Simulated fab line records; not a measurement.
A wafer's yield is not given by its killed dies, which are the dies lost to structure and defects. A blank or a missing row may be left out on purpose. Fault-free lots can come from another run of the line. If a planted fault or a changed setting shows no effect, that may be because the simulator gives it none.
Split-lot trial || flow n5 finfet || 7 lots, 21 wafers read, on a route of 1938 steps

== THE SPLIT ==
At N5_BEOL_M5_COAT_74 (time 60 s, resist thk 5 nm), the setting spin rpm was moved away from the recipe's 1500 rpm on 6 of the 21 wafers read, by -9.3% to -5.9%. The other wafers ran this setting at the recipe's value.

== FROM THE SPLIT TO THE READING: what the file shows between them, 3 steps ==
- N5_BEOL_M5_COAT_22: resist thk 30 nm
- N5_BEOL_M5_EBR_24
- N5_BEOL_M5_DESCUM_33: chemistry O2, time 7 s

== THE READING ==
etch.depth nm (the simulator's own value, which no gauge read), in nm, at N5_BEOL_M5_ETCH_75 (etches underlayer in N2/H2, target depth 6.5 nm, time 5.2 s). The file gives no usual value for it. Average 5.018 nm, standard deviation 0.015 nm, over the 15 wafers here run with the recipe.

{"wafer": "L074.1", "tool, chamber at the split": "litho track-05, 0", "spin rpm as run, rpm": 1411, "against the recipe": "-5.9%", "etch.depth nm, nm": 5.166, "against lot-mates on the recipe": "+0.146"}
{"wafer": "L074.2", "tool, chamber at the split": "litho track-05, 0", "spin rpm as run, rpm": 1411, "against the recipe": "-5.9%", "etch.depth nm, nm": 5.179, "against lot-mates on the recipe": "+0.159"}
{"wafer": "L074.4", "tool, chamber at the split": "litho track-05, 0", "spin rpm as run, rpm": 1500, "against the recipe": "recipe", "etch.depth nm, nm": 5.02, "against lot-mates on the recipe": "-"}
{"wafer": "L075.2", "tool, chamber at the split": "litho track-05, 0", "spin rpm as run, rpm": 1500, "against the recipe": "recipe", "etch.depth nm, nm": 5.018, "against lot-mates on the recipe": "-"}
{"wafer": "L075.4", "tool, chamber at the split": "litho track-05, 0", "spin rpm as run, rpm": 1500, "against the recipe": "recipe", "etch.depth nm, nm": 5.002, "against lot-mates on the recipe": "-"}
{"wafer": "L075.6", "tool, chamber at the split": "litho track-05, 0", "spin rpm as run, rpm": 1500, "against the recipe": "recipe", "etch.depth nm, nm": 5.02, "against lot-mates on the recipe": "-"}
{"wafer": "L082.2", "tool, chamber at the split": "litho track-01, 0", "spin rpm as run, rpm": 1500, "against the recipe": "recipe", "etch.depth nm, nm": 5.045, "against lot-mates on the recipe": "-"}
{"wafer": "L082.3", "tool, chamber at the split": "litho track-01, 0", "spin rpm as run, rpm": 1500, "against the recipe": "recipe", "etch.depth nm, nm": 5.043, "against lot-mates on the recipe": "-"}
{"wafer": "L082.4", "tool, chamber at the split": "litho track-01, 0", "spin rpm as run, rpm": 1500, "against the recipe": "recipe", "etch.depth nm, nm": 5.028, "against lot-mates on the recipe": "-"}
{"wafer": "L085.2", "tool, chamber at the split": "litho track-01, 0", "spin rpm as run, rpm": 1500, "against the recipe": "recipe", "etch.depth nm, nm": 5.013, "against lot-mates on the recipe": "-"}
{"wafer": "L085.4", "tool, chamber at the split": "litho track-01, 0", "spin rpm as run, rpm": 1500, "against the recipe": "recipe", "etch.depth nm, nm": 5.015, "against lot-mates on the recipe": "-"}
{"wafer": "L085.5", "tool, chamber at the split": "litho track-01, 0", "spin rpm as run, rpm": 1500, "against the recipe": "recipe", "etch.depth nm, nm": 5.005, "against lot-mates on the recipe": "-"}
{"wafer": "L088.2", "tool, chamber at the split": "litho track-01, 0", "spin rpm as run, rpm": 1500, "against the recipe": "recipe", "etch.depth nm, nm": 4.999, "against lot-mates on the recipe": "-"}
{"wafer": "L088.4", "tool, chamber at the split": "litho track-01, 0", "spin rpm as run, rpm": 1500, "against the recipe": "recipe", "etch.depth nm, nm": 4.998, "against lot-mates on the recipe": "-"}
{"wafer": "L088.6", "tool, chamber at the split": "litho track-01, 0", "spin rpm as run, rpm": 1500, "against the recipe": "recipe", "etch.depth nm, nm": 4.998, "against lot-mates on the recipe": "-"}
{"wafer": "L091.1", "tool, chamber at the split": "litho track-04, 0", "spin rpm as run, rpm": 1374, "against the recipe": "-8.4%", "etch.depth nm, nm": 5.22, "against lot-mates on the recipe": "no lot-mate on the recipe"}
{"wafer": "L091.2", "tool, chamber at the split": "litho track-04, 0", "spin rpm as run, rpm": 1374, "against the recipe": "-8.4%", "etch.depth nm, nm": 5.238, "against lot-mates on the recipe": "no lot-mate on the recipe"}
{"wafer": "L091.6", "tool, chamber at the split": "litho track-04, 0", "spin rpm as run, rpm": 1374, "against the recipe": "-8.4%", "etch.depth nm, nm": 5.226, "against lot-mates on the recipe": "no lot-mate on the recipe"}
{"wafer": "L097.2", "tool, chamber at the split": "litho track-04, 0", "spin rpm as run, rpm": 1500, "against the recipe": "recipe", "etch.depth nm, nm": 5.034, "against lot-mates on the recipe": "-"}
{"wafer": "L097.4", "tool, chamber at the split": "litho track-04, 0", "spin rpm as run, rpm": 1361, "against the recipe": "-9.3%", "etch.depth nm, nm": 5.285, "against lot-mates on the recipe": "+0.254"}
{"wafer": "L097.5", "tool, chamber at the split": "litho track-04, 0", "spin rpm as run, rpm": 1500, "against the recipe": "recipe", "etch.depth nm, nm": 5.028, "against lot-mates on the recipe": "-"}

FIT RESULTS
A straight line over all 21 wafers: etch.depth nm changes by -0.0261 nm for each +1% of spin rpm; r = -0.99; the points scatter about the line by 0.016 nm.
The same after taking each lot's own level away (the mean of its wafers on the recipe; 18 wafers): -0.0267 nm for each +1%; r = -1.00; scatter 0.0063 nm.
The reading moves by 0.25 nm for the largest change in spin rpm, on that fit.
Measured against the standard deviation above, the lots' own levels, which go from 4.9983 to 5.0387 nm, span 2.7 times it.
Hence the lot-to-lot level has little effect on the slope; both slopes agree.
Check: with one of the wafers moved furthest among these (-9.3%) left out of the fit, the line predicts +0.238 nm for it against its lot-mates. It came out at +0.254 nm against them.

== ADDITIONAL SPLITS CARRIED BY THESE WAFERS ==
Note: prior to the reading, these wafers also went through further splits. Each is held against what the fit with the lots' levels taken away leaves over:
{"other split on the same wafers": "N5_BEOL_M4_EXPOSE_08 dose mj", "wafers away from the commonest value": 8, "r with etch.depth nm (lot level and that fit taken away)": -0.06}
{"other split on the same wafers": "N5_BEOL_M5_COAT_66 spin rpm", "wafers away from the commonest value": 7, "r with etch.depth nm (lot level and that fit taken away)": -0.05}

== THE FILE'S OWN FIT ==
etch.depth nm changes by -0.0268 nm for each +1% of spin rpm, r = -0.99.
